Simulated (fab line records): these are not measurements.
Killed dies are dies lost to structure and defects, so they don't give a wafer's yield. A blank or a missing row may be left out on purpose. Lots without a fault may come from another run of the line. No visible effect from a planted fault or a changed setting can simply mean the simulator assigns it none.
A struck lot beside a sound one    flow n5_finfet    43 steps out of a route of 1938
Sound: the wafers L648.2, L648.4, L648.6. Wafers L645.3, L645.5, L645.6 were the ones struck. At the end, the cause is stated.
Per side, at each step with rows, come the tool, then ch with its chambers, and then its first start. Under that, the readings that differ: sound wafers    struck wafers    difference of the means    sigmas: that difference in standard deviations of wafers without a fault.
alike: readings whose means differ by less than 2 such deviations, and words and numbers that are the same on both sides. not compared: withheld readings, readings that some wafer has no value for, bounds like >300 that may hide the same value, and numbers for which the record gives no deviation and whose values overlap.
The two part at a step that has a row with sigmas, a row that says differs or no value, or rows on one side only. Numbers that don't overlap but have no deviation are shown without sigmas and don't part them. A reading that every wafer of one side lacks parts them only if that side has two wafers or more.

first, 2 steps without rows for these wafers: N5_MOL_CONTACT_COAG_PRECLEAN_127 (cleans in DIW, time 57.5 s); N5_MOL_CONTACT_COAG_SRD_128 (dry time 32 s).
N5_MOL_CONTACT_COAG_CMP_52: polishes, stops on SiO2, t overpolish 1.5 s, target thk 66.5 nm.
  sound on cmp-01 ch 0,1,2, day 8 15:01; struck on cmp-02 ch 0,1,3, day 7 17:43
  alike: motor_current_A, overpolish_run_s, slurry_flow_ml_min, time_to_endpoint_s
N5_MOL_CONTACT_COAG_THK_MEAS_53:
  sound on film_metro-01 at day 8 15:14; struck on film_metro-02 at day 7 17:53
  alike: VIA_MOL_THK
N5_MOL_CONTACT_COAG_ANNEAL_112: time 1800 s.
  sound on hp_anneal-01 ch 0, day 8 15:15; struck on hp_anneal-01 ch 0, day 7 17:55
  alike: spike_tc_bottom_C, wafer_temp_C_max
N5_MOL_CONTACT_COAG_INSPECT_97: inspects for defects (darkfield).
  sound on defect_inspect-01 at day 8 18:18; struck on defect_inspect-01 at day 7 20:59
  alike: raw_defect_count
then, 2 steps without rows for these wafers: N5_BEOL_M0_SAQP_PECVD_00 (deposits SiCN from 3MS/NH3, target thk 8 nm, time 14 s); N5_BEOL_M0_SAQP_ILD_DEP_01 (deposits SiOC from DEMS/O2, target thk 45.419 nm, time 8.7 s).
N5_BEOL_M0_SAQP_HM_DEP_02: deposits TiN, target thk 12 nm.
  sound on pvd_sputter-02 at day 8 19:10; struck on pvd_sputter-02 at day 7 21:40
  alike: chamber_pressure_pa, susceptor_temp_C, throttle_valve_pct
then, 2 steps without rows for these wafers: N5_BEOL_M0_SAQP_PECVD_03 (deposits SiCN from 3MS/NH3, target thk 12 nm, time 21.1 s); N5_BEOL_M0_SAQP_PECVD_96 (deposits a-Si from SiH4/He, target thk 45 nm, time 45.2 s).
N5_BEOL_M0_SAQP_PECVD_97: deposits SiNx from SiH4/NH3/N2, target thk 23 nm, time 19.9 s.
  sound on pecvd-01 ch 0,1,2, day 8 19:22; struck on pecvd-01 ch 0,1, day 7 21:51
  no value came back on the struck wafers for any of 6 readings (chamber_pressure_Torr (Torr), heater_power_outer_w (W) and others); on the sound wafers chamber_pressure_Torr (Torr) reads 1.497 1.503 1.499
  not compared: since_wet_clean_h
then, 1 step without rows for these wafers: N5_BEOL_M0_SAQP_PECVD_04 (deposits a-Si from SiH4/He, target thk 60 nm, time 60.2 s).
N5_BEOL_M0_SAQP_THK_MEAS_05:
  sound on film_metro-01 at day 8 19:30; struck on film_metro-02 at day 7 21:59
  alike: thk_nm
then, 9 steps without rows for these wafers: N5_BEOL_M0_SAQP_HM_DEP_111 (deposits SiO2 from SiH4/N2O, target thk 12 nm, time 7.2 s); N5_BEOL_M0_SAQP_COAT_81 (time 60 s, resist thk 100 nm); N5_BEOL_M0_SAQP_COAT_82 (time 60 s, resist thk 30 nm); N5_BEOL_M0_SAQP_COAT_08 (resist thk 90 nm); N5_BEOL_M0_SAQP_EBR_10; N5_BEOL_M0_SAQP_SOFTBAKE_09 (time 60 s); N5_BEOL_M0_SAQP_EXPOSE_11 (exposes mask M0 CORE, target cd 42 nm); N5_BEOL_M0_SAQP_PEB_12 (peb time 60 s); N5_BEOL_M0_SAQP_DEVELOP_13 (develop time 30 s).
N5_BEOL_M0_SAQP_CD_MEAS_14 targets a cd of 42.5 nm.
  sound on cd_sem-02 ch 0, day 8 20:00; struck on cd_sem-03 ch 0, day 7 22:28
  alike: cd_nm
N5_BEOL_M0_SAQP_OVL_MEAS_15:
  sound on overlay-01 ch 0, day 8 20:02; struck on overlay-01 ch 0, day 7 22:30
  alike: M0_CORE_OVL
N5_BEOL_M0_SAQP_INSPECT_16: inspects for defects (brightfield).
  sound on defect_inspect-02 at day 8 20:03; struck on defect_inspect-02 at day 7 22:32
  alike: raw_defect_count
then, 1 step without rows for these wafers: N5_BEOL_M0_SAQP_DESCUM_19 (chemistry O2, time 7.9 s).
N5_BEOL_M0_SAQP_ETCH_83: etches SiARC in CF4, target depth 39 nm, time 65 s.
  sound on rie_diel-05 ch 1,2, day 8 20:12; struck on rie_diel-05 ch 1,2, day 7 22:35
  alike: drypump_motor_current_A, etch_rf_on_time_s, oes_product_au, rf_vpp_V, showerhead_plenum_p_Torr, throttle_valve_pct
  not compared: rf_hours_counter_h
N5_BEOL_M0_SAQP_ETCH_84: etches SOC in N2/H2, target depth 100 nm, overetch 20 nm, time 150 s.
  sound on rie_diel-05 ch 1,2, day 8 20:15; struck on rie_diel-05 ch 1,2, day 7 22:38
  alike: drypump_motor_current_A, oes_product_au, rf_vpp_V, showerhead_plenum_p_Torr, throttle_valve_pct
  not compared: rf_hours_counter_h
then, 11 steps without rows for these wafers: N5_BEOL_M0_SAQP_STRIP_80 (strips in N2/H2); N5_BEOL_M0_SAQP_HM_OPEN_112 (chemistry CHF3/O2, target SiO2, stops on a-Si, target depth 12 nm, time 13.5 s); N5_BEOL_M0_SAQP_STRIP_113 (strips in CHF3/O2); N5_BEOL_M0_SAQP_MANDREL_ETCH_20 (etches a-Si in HBr/Cl2, stops on SiNx, target depth 60 nm, bt time 10 s, time 30 s); N5_BEOL_M0_SAQP_STRIP_86 (strips in N2/H2); N5_BEOL_M0_SAQP_STRIP_115 (strips in post etch residue remover, time 60 s); N5_BEOL_M0_SAQP_SRD_93 (time 30 s); N5_BEOL_M0_SAQP_RECESS_114 (chemistry HF/NH3, target SiO2, target depth 14.4 nm, afs cycles 3, sublimation time 60 s); N5_BEOL_M0_SAQP_SPACER1_ALD_98 (deposits SiO2, target thk 12.8 nm, pulse time 1 s, purge time 2 s); N5_BEOL_M0_SAQP_SPACER1_ETCHBACK_99 (etches SiO2 in CHF3/O2, target depth 15.4 nm, time 7.7 s); N5_BEOL_M0_SAQP_MANDREL1_REMOVE_100 (chemistry HBr/Cl2/O2, target a-Si, stops on SiNx, bt time 10 s).
N5_BEOL_M0_SAQP_CD_MEAS_25 targets a cd of 13.1 nm.
  sound on cd_sem-01 ch 0, day 8 22:14; struck on cd_sem-02 ch 0, day 8 00:52
  alike: cd_nm
N5_BEOL_M0_SAQP_CD_MEAS_29 targets a cd of 14.4 nm.
  sound on cd_sem-02 ch 0, day 8 23:59; struck on cd_sem-02 ch 0, day 8 02:38
reading     sound              struck  difference                     sigmas
cd_nm (nm)  14.77 14.46 14.96  - - -   no value on the struck wafers  
N5_BEOL_M4_RC_MEAS_101:
  the record has rows for the sound wafers here (prober-02 ch 0, day 11 05:19) and none for the struck ones

WHERE THEY PART
At N5_BEOL_M0_SAQP_PECVD_97 first; at N5_BEOL_M4_RC_MEAS_101 last (within this record only).

WHY: what had been put in by the simulator
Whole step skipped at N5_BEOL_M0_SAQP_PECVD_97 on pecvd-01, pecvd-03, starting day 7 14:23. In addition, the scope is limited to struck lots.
